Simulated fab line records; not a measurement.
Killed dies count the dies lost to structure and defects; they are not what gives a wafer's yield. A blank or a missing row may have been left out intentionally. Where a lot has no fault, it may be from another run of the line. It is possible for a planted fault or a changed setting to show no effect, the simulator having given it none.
A lot that was struck, set against a sound lot    flow n5 finfet    15 steps out of a route of 1938
Sound: wafers L806.2, L806.5, L806.6. Wafers struck: L820.2, L820.3, L820.5. The cause comes at the end.
Each step with rows lists, per side, the tool, then ch with its chambers, then its first start. Under that, the readings that differ: sound wafers    struck wafers    difference of the means    sigmas: that difference in standard deviations of wafers without a fault.
alike: readings with means less than 2 such deviations apart, plus words and numbers identical on both sides. not compared: withheld readings, readings lacking a value on some wafer, bounds such as >300 that could conceal the same value, and numbers that have no deviation in the record and whose values overlap.
The two part at a step that has a row with sigmas, a row that says differs or no value, or rows on one side only. Numbers that have no deviation but don't overlap get no sigmas and don't part them. A reading missing from all wafers of one side parts the sides only when that side holds two or more wafers.

N5_BEOL_M7_OCD_MEAS_38:
  struck on ocd-01, day 14 14:57; sound on ocd-02, day 10 12:31
  alike: trench depth nm
then, 4 steps without rows for these wafers: N5_BEOL_M7_HM_STRIP_39 (strips TiN in peroxide tin strip, target depth 25 nm, time 158 s); N5_BEOL_M7_SRD_40 (time 30 s); N5_BEOL_M7_PRECLEAN_42 (cleans in residue remover, time 60 s); N5_BEOL_M7_SRD_43 (time 30 s).
N5_BEOL_M7_CD_MEAS_35: the cd target is 40 nm.
  struck on cd sem-03, day 14 15:07; sound on cd sem-03, day 10 12:40
  alike: cd nm
N5_BEOL_M7_CURE_75: cures SiCOH lowk, time 120 s.
  sound on uv cure-02 ch 2, day 10 12:46; struck on uv cure-01 ch 2, day 14 15:15
  alike: lamp power pct, wafer_temp_C_max
N5_BEOL_M7_DEGAS_44: time 60 s.
  struck on pvd sputter-03, day 14 15:46; sound on pvd sputter-03, day 10 13:28
  alike: heater power w
N5_BEOL_M7_PRE_CLEAN_45: time 30 s.
  struck on pvd sputter-03, day 14 15:49; sound on pvd sputter-03, day 10 13:31
  alike: heater power w
N5_BEOL_M7_ALD_77: deposits TaN, target thk 2 nm, pulse time 2 s, purge time 3 s.
  sound on ald metal-04 ch 0,1,2, day 10 13:34; struck on ald metal-01 ch 0,2,3, day 14 15:52
  alike: heater power w, precursor vessel carrier sccm
N5_BEOL_M7_SURFACE_TREAT_79:
  struck on pvd sputter-03, day 14 16:10; sound on pvd sputter-02, day 10 13:56
  not compared: throttle valve pct
then, 1 step without rows for these wafers: N5_BEOL_M7_CVD_78 (deposits Co from CCTBA/H2, target thk 2 nm, time 142.3 s).
N5_BEOL_M7_SPUTTER_48: material Cu, target thk 10 nm, time 1.667 s.
  struck on pvd sputter-03, day 14 16:25; sound on pvd sputter-03, day 10 14:08
reading                 sound              struck             difference  sigmas
cathode dc power W (W)  25993 25999 26001  23115 23109 23110  -2886       -99 or more
  alike: throttle valve pct
then, 1 step without rows for these wafers: N5_BEOL_M7_ECD_50 (material Cu, target thk 300 nm).
-- the record jumps here: 3 days lie between the struck wafers' starts before and after (it left off in module BEOL_M7 and takes up again in module PASSIVATION, whose first step shown is number 1936 of the route) --
N5_PASSIVATION_PROBE_49:
  record: rows for the struck wafers here (prober-02, day 17 20:36), none for the sound ones

## WHERE THEY PART
First at N5_BEOL_M7_SPUTTER_48; last, within this record, at N5_PASSIVATION_PROBE_49.

WHY: whatever the simulator had introduced
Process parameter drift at N5_BEOL_M7_SPUTTER_48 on pvd sputter-03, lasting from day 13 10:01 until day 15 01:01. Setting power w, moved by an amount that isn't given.
